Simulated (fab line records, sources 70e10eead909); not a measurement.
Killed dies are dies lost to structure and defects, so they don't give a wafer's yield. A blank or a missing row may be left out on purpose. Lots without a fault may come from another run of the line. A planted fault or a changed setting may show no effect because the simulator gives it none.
Which tool did it? | flow nand_harc | 6 lots, 18 wafers sampled, at 1 step of a route of 1302

WHAT THE GAUGES READ, wafer by wafer
NHARC_P_CONTACT_INSPECT_27.
lot  | measured     | on                | raw_defect_count
L534 | day 6 17:58  | defect_inspect-02 | 282 250 218
L541 | day 9 18:49  | defect_inspect-02 | 793 321 344
L548 | day 12 18:07 | defect_inspect-01 | 244 151 224
L550 | day 13 11:22 | defect_inspect-01 | 136 148 176
L552 | day 14 04:56 | defect_inspect-01 | 236 308 315
L555 | day 15 10:55 | defect_inspect-02 | 181 283 325

WHICH TOOL RAN EACH LOT (tool, then ch and the chambers of the sampled wafers, then the start)
The record holds no process step before these readings.

THE ANSWER, worked out from the rows above alone
Rule: what is usual is taken from the lots themselves. Put in order of their means at a reading, lots are off if they are a third of the lots or fewer, leave a main group of 4 or more, and stand apart from it by a gap of 3 or more times the standard deviation of the main group's means; of several such gaps the widest counts. A main group whose means are all the same, to the digits that the tables above print for the reading, isn't used. A lot without any number at a reading at which 4 lots or more have one is off too. The other lots that the step has rows for count as sound.
Off: L541, at NHARC_P_CONTACT_INSPECT_27 (raw_defect_count). The main group: mean 232, standard deviation 47.
A tool fits if, at a process step before that reading, it ran every lot that is off, and no sound lot after the first of them. The gauges at NHARC_P_CONTACT_INSPECT_27 are tried like those tools. None of those tried fits.

WHAT THE SIMULATOR HAD PUT IN
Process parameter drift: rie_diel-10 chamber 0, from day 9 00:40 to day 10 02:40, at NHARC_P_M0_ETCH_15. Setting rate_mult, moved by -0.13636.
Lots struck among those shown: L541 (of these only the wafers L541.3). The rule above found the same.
